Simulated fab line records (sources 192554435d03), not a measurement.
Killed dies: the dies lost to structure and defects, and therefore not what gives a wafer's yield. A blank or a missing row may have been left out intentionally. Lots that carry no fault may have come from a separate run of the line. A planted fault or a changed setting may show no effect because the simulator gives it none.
Struck lot and sound lot, side by side / flow n5_finfet / 15 out of 1938 route steps
Sound: the wafers L835.1, L835.2, L835.4. Struck: wafer L852.4 (left out: L852.2, L852.3 of the same lot, which were not struck); the cause appears at the end.
Per side, at each step with rows, come the tool, then ch with its chambers, and then its first start. Under that, the readings that differ: sound wafers / struck wafers / difference of the means / sigmas: that difference in standard deviations of wafers without a fault.
alike: readings whose means differ by less than 2 such deviations, and words and numbers that are the same on both sides. not compared: withheld readings, readings that some wafer has no value for, bounds like >300 that may hide the same value, and numbers for which the record gives no deviation and whose values overlap.
The two part at a step that has a row with sigmas, a row that says differs or no value, or rows on one side only. Numbers that have no deviation but don't overlap get no sigmas and don't part them. A reading that every wafer of one side lacks parts them only if that side has two wafers or more.

first, 2 steps without rows for these wafers: N5_BEOL_M15_PRECLEAN_39 (cleans in residue remover, time 60 s); N5_BEOL_M15_SRD_40 (time 30 s, dry time 30 s).
N5_BEOL_M15_DEGAS_41: time 60 s.
  sound on pvd_sputter-02 at day 12 22:55; struck on pvd_sputter-01 at day 16 19:31
  alike: heater_power_w
N5_BEOL_M15_PRE_CLEAN_42: time 30 s.
  sound on pvd_sputter-02 at day 12 22:57; struck on pvd_sputter-01 at day 16 19:33
  alike: heater_power_w
N5_BEOL_M15_SPUTTER_43: material TaN, target thk 15 nm, time 24.19 s.
  sound on pvd_sputter-02 at day 12 22:59; struck on pvd_sputter-01 at day 16 19:35
  alike: throttle_valve_pct
N5_BEOL_M15_SPUTTER_44: material Ta, target thk 15 nm, time 24.19 s.
  sound on pvd_sputter-02 at day 12 23:04; struck on pvd_sputter-01 at day 16 19:40
  alike: throttle_valve_pct
then, 2 steps without rows for these wafers: N5_BEOL_M15_SPUTTER_45 (material Cu, target thk 100 nm, time 16.67 s); N5_BEOL_M15_ECD_47 (material Cu, target thk 1860 nm).
N5_BEOL_M15_ANNEAL_48: time 90 s.
  sound on rtp_anneal-02 ch 0, day 12 23:31; struck on rtp_anneal-02 ch 0, day 16 20:09
  alike: wafer_temp_C_max
then, 1 step without rows for these wafers: N5_BEOL_M15_CMP_49 (polishes, stops on SiO2, t overpolish 4.9 s, target thk 850 nm).
N5_BEOL_M15_THK_MEAS_50: measures by xrf.
  sound on film_metro-02 at day 13 00:06; struck on film_metro-02 at day 16 20:42
  alike: M15_THK
then, 1 step without rows for these wafers: N5_BEOL_M15_PRE_CLEAN_52 (time 15 s).
N5_BEOL_M15_DEP_53: deposits SiCN from 3MS/NH3, target thk 50 nm, time 17.8 s.
  sound on pecvd-03 ch 0,1, day 13 00:10; struck on pecvd-03 ch 0, day 16 20:46
reading=model.SiCN_of_BEOL_M15_DEP_53.thk_nm (nm); sound=50.4 50.2 51; struck=29.8; difference=-20.7; sigmas=
  alike: showerhead_plenum_p_Torr, showerhead_vpp_V, throttle_valve_pct
N5_BEOL_M15_RS_MEAS_54: measures by four-point-probe.
  sound on film_metro-01 at day 13 00:14; struck on film_metro-02 at day 16 20:52
  alike: M15_RS
N5_PASSIVATION_PROBE_49:
  the record has rows for the struck wafers here (prober-01, day 17 13:59) and none for the sound ones

== WHERE THEY PART ==
At N5_PASSIVATION_PROBE_49 and nowhere else, as far as this record goes.

WHY: what the simulator had put in
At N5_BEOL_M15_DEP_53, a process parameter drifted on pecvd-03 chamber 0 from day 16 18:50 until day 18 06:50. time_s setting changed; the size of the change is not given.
